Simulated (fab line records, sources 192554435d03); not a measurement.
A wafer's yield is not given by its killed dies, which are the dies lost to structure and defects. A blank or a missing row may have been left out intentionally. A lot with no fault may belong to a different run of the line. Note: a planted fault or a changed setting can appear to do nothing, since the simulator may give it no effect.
Chamber matching :: flow n5 finfet :: N5_BEOL_M11_STRIP_36 on rie diel-04: 4 sister chambers
The step strips in N2/H2. 8 wafers are shown with their chamber, then 10 later ones without.

## WAFERS WITH THEIR CHAMBER
wafer: L084.3
chamber: 1
drypump motor current A (A): 5.3
showerhead plenum p Torr (Torr): 2.45

wafer: L084.5
chamber: 3
drypump motor current A (A): 6.3
showerhead plenum p Torr (Torr): 2.49

wafer: L087.4
chamber: 0
drypump motor current A (A): 5.9
showerhead plenum p Torr (Torr): 2.34

wafer: L087.5
chamber: 3
drypump motor current A (A): 6.2
showerhead plenum p Torr (Torr): 2.49

wafer: L089.1
chamber: 0
drypump motor current A (A): 5.9
showerhead plenum p Torr (Torr): 2.34

wafer: L089.4
chamber: 2
drypump motor current A (A): 5.2
showerhead plenum p Torr (Torr): 2.51

wafer: L091.2
chamber: 1
drypump motor current A (A): 5.3
showerhead plenum p Torr (Torr): 2.44

wafer: L091.4
chamber: 2
drypump motor current A (A): 5.2
showerhead plenum p Torr (Torr): 2.51

## WAFERS WITH NO CHAMBER GIVEN
wafer: L091.6
drypump motor current A (A): 5.9
showerhead plenum p Torr (Torr): 2.34

wafer: L094.3
drypump motor current A (A): 5.9
showerhead plenum p Torr (Torr): 2.34

wafer: L094.4
drypump motor current A (A): 5.2
showerhead plenum p Torr (Torr): 2.51

wafer: L094.6
drypump motor current A (A): 5.2
showerhead plenum p Torr (Torr): 2.51

wafer: L096.2
drypump motor current A (A): 5.1
showerhead plenum p Torr (Torr): 2.51

wafer: L096.3
drypump motor current A (A): 5.9
showerhead plenum p Torr (Torr): 2.33

wafer: L096.5
drypump motor current A (A): 5.3
showerhead plenum p Torr (Torr): 2.44

wafer: L097.1
drypump motor current A (A): 5.3
showerhead plenum p Torr (Torr): 2.43

wafer: L097.4
drypump motor current A (A): 5.9
showerhead plenum p Torr (Torr): 2.33

wafer: L097.5
drypump motor current A (A): 6.3
showerhead plenum p Torr (Torr): 2.48

## EACH ONE'S CHAMBER
wafer: L091.6
from the rows above: 0
in truth: 0

wafer: L094.3
from the rows above: 0
in truth: 0

wafer: L094.4
from the rows above: 2
in truth: 2

wafer: L094.6
from the rows above: 2
in truth: 2

wafer: L096.2
from the rows above: 2
in truth: 2

wafer: L096.3
from the rows above: 0
in truth: 0

wafer: L096.5
from the rows above: 1
in truth: 1

wafer: L097.1
from the rows above: 1
in truth: 1

wafer: L097.4
from the rows above: 0
in truth: 0

wafer: L097.5
from the rows above: 3
in truth: 3
Correct placement for 10 of the 10. From these rows, 0 cannot be placed. Number placed wrongly: 0.
How it was worked out, from the rows above alone: a wafer's distance from a chamber is the root of the sum, over the readings, of the square of ((its reading less the chamber's mean) divided by the reading's scatter). The wafer belongs to the nearest chamber; if the next one is less than 2 further off, it can't be placed. Each chamber's mean is taken over the wafers shown for it. The scatter: the root of (the sum of the squares of (reading less its chamber's mean) over the shown wafers, divided by (wafers less chambers)).
